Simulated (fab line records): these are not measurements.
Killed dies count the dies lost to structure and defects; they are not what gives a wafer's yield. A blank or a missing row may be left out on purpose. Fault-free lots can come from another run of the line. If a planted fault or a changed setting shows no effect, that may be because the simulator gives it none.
Chamber matching | flow nand_harc | pecvd-03 running NHARC_A_CONTACT_DEP_24: 3 sister chambers
The step deposits SiO2, target thk 500 nm. 6 wafers are shown with their chamber, then 11 later ones without.

== WAFERS PAIRED WITH THEIR CHAMBERS ==
wafer  | chamber | heater_power_w (W) | chamber_pressure_Torr (Torr)
L086.2 | 0       | 563                | 6.516
L086.5 | 2       | 513                | 6.497
L087.1 | 1       | 644                | 6.505
L087.4 | 1       | 667                | 6.487
L087.6 | 2       | 429                | 6.481
L088.4 | 0       | 661                | 6.531

== WAFERS WHOSE CHAMBER IS MISSING ==
wafer  | heater_power_w (W) | chamber_pressure_Torr (Torr)
L088.5 | 514                | 6.482
L088.6 | 791                | 6.500
L090.1 | 703                | 6.520
L090.2 | 493                | 6.487
L090.6 | 514                | 6.491
L092.1 | 644                | 6.501
L092.4 | 441                | 6.519
L092.5 | 762                | 6.522
L095.1 | 723                | 6.517
L095.3 | 517                | 6.489
L095.6 | 383                | 6.473

== THE CHAMBER EACH PASSED THROUGH ==
wafer  | from the rows above          | in truth
L088.5 | can't be placed: 2 or 1      | 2
L088.6 | can't be placed: 1 or 0      | 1
L090.1 | can't be placed: 0 or 1      | 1
L090.2 | 2                            | 2
L090.6 | can't be placed: 2 or 1      | 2
L092.1 | can't be placed: 1 or 0      | 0
L092.4 | can't be placed: 2 or 0 or 1 | 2
L092.5 | can't be placed: 0 or 1      | 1
L095.1 | can't be placed: 0 or 1      | 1
L095.3 | can't be placed: 2 or 1      | 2
L095.6 | 2                            | 2
Correctly placed: 2 of 11. Not placeable from these rows: 9 (in 9, the candidates include the true chamber). 0 placed wrongly.
How it was worked out, from the rows above alone: a wafer's distance from a chamber is the root of the sum, over the readings, of the square of ((its reading less the chamber's mean) divided by the reading's scatter). The wafer belongs to the nearest chamber; if the next one is less than 2 further off, it can't be placed. For every chamber, the mean is computed from those of its wafers that are shown. The scatter is the square root of a quotient: the sum, over the shown wafers, of each reading's squared deviation from its chamber's mean, divided by wafers minus chambers.
